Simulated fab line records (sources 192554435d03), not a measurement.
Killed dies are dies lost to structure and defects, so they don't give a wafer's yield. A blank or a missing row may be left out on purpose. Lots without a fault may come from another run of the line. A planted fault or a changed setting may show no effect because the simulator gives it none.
Struck lot and sound lot, side by side ; flow n5_finfet ; 15 steps out of a route of 1938
Sound: wafers L978.2, L978.3, L978.4. Wafers L985.1, L985.4, L985.5 were the ones struck. The cause is given at the end.
For every step that has rows: the tool of each side, followed by ch and its chambers, followed by its first start. Under that, the readings that differ: sound wafers ; struck wafers ; difference of the means ; sigmas: that difference in standard deviations of wafers without a fault.
alike: same words and numbers on both sides, and readings whose means sit less than 2 such deviations apart. not compared: any withheld reading, any reading some wafer has no value for, any bound like >300 that may hide the same value, and any number with overlapping values for which the record gives no deviation.
A row with sigmas, a row that says differs or no value, or rows on one side alone: a step with any of these is where the two part. Non-overlapping numbers with no deviation appear without sigmas and do not part them. A reading missing from all wafers of one side parts the sides only when that side holds two or more wafers.

N5_DUMMY_GATE_ETCH_44: etches poly-Si in HBr/O2, stops on SiO2, target depth 127.5 nm.
  sound on rie_si-01 ch 0,1,3, day 3 22:58; struck on rie_si-06 ch 0,2,3, day 5 18:49
  alike: drypump_motor_current_A, oes_product_au, throttle_valve_pct
  not compared: rf_hours_counter_h
N5_DUMMY_GATE_CD_MEAS_24 targets a cd of 15 nm.
  sound on cd_sem-03, day 3 23:04; struck on cd_sem-01, day 5 18:56
  alike: cd_nm
N5_DUMMY_GATE_ETCH_42: etches SiO2 in CHF3/O2, target depth 3.5 nm, time 31 s.
  sound on rie_diel-01 ch 0,1,2, day 3 23:07; struck on rie_diel-01 ch 0,1,3, day 5 18:59
  alike: drypump_motor_current_A, oes_o_777_au, oes_product_au, rf_vpp_V, showerhead_plenum_p_Torr, throttle_valve_pct
  not compared: rf_hours_counter_h
N5_DUMMY_GATE_STRIP_48: strips in N2/H2, time 20 s.
  sound on rie_diel-01 ch 0,1,2, day 3 23:10; struck on rie_diel-01 ch 0,1,3, day 5 19:02
  alike: drypump_motor_current_A, oes_product_au, rf_vpp_V, showerhead_plenum_p_Torr, throttle_valve_pct
  not compared: rf_hours_counter_h
then, 5 steps without rows for these wafers: N5_DUMMY_GATE_PRECLEAN_33 (cleans in dHF, time 10 s); N5_DUMMY_GATE_PRECLEAN_25 (cleans in O3/DIW, time 45 s); N5_DUMMY_GATE_PRECLEAN_51 (cleans in SC2, time 45 s); N5_DUMMY_GATE_SRD_26 (time 30 s); N5_DUMMY_GATE_UV_OZONE_45 (time 120 s).
N5_DUMMY_GATE_INSPECT_27: inspects for defects (brightfield).
  sound on defect_inspect-02, day 3 23:21; struck on defect_inspect-01, day 5 19:13
  alike: raw_defect_count
N5_SPACER0_ALD_07: deposits SiNx, target thk 2 nm.
  sound on ald_sin-01 ch 1,2,3, day 3 23:23; struck on ald_sin-03 ch 0,1, day 5 19:15
  alike: chamber_pressure_Torr, heater_power_outer_w, heater_power_w
  not compared: since_wet_clean_h
N5_SPACER0_ALD_00: deposits SiOCN, target thk 3.5 nm, pulse time 3 s, purge time 2 s.
  sound on ald_sin-01 ch 1,2,3, day 3 23:32; struck on ald_sin-03 ch 0,1, day 5 19:24
  alike: chamber_pressure_Torr, heater_power_outer_w, heater_power_w, precursor_pulse_height_rel
  not compared: since_wet_clean_h
N5_SPACER0_ALD_08: deposits SiNx, target thk 2 nm.
  sound on ald_sin-01 ch 1,2,3, day 3 23:48; struck on ald_sin-03 ch 0,1, day 5 19:40
  no value came back on the struck wafers for chamber_pressure_Torr (Torr), heater_power_outer_w (W), heater_power_w (W), since_wet_clean_h (h); on the sound wafers chamber_pressure_Torr (Torr) reads 2.009 2.004 2.002
N5_SPACER0_INSPECT_04: inspects for defects (darkfield).
  sound on defect_inspect-02, day 3 23:58; struck on defect_inspect-02, day 5 19:49
  alike: raw_defect_count
-- the record jumps here: 9 days lie between the struck wafers' starts before and after (it left off in module SPACER0 and takes up again in module PASSIVATION, whose first step shown is number 1936 of the route) --
N5_PASSIVATION_PROBE_49:
  sound on prober-01, day 12 22:04; struck on prober-01, day 14 14:31
  alike: killed_at_M0_to_M3, killed_at_M4_up, killed_at_contacts, killed_at_front_end, killed_at_other, killed_dies, killed_open, killed_short

## WHERE THEY PART
Only at N5_SPACER0_ALD_08, as far as this record shows. Later steps at which nothing parts them and some readings are alike: N5_SPACER0_INSPECT_04, N5_PASSIVATION_PROBE_49.

WHY: what the simulator had put in
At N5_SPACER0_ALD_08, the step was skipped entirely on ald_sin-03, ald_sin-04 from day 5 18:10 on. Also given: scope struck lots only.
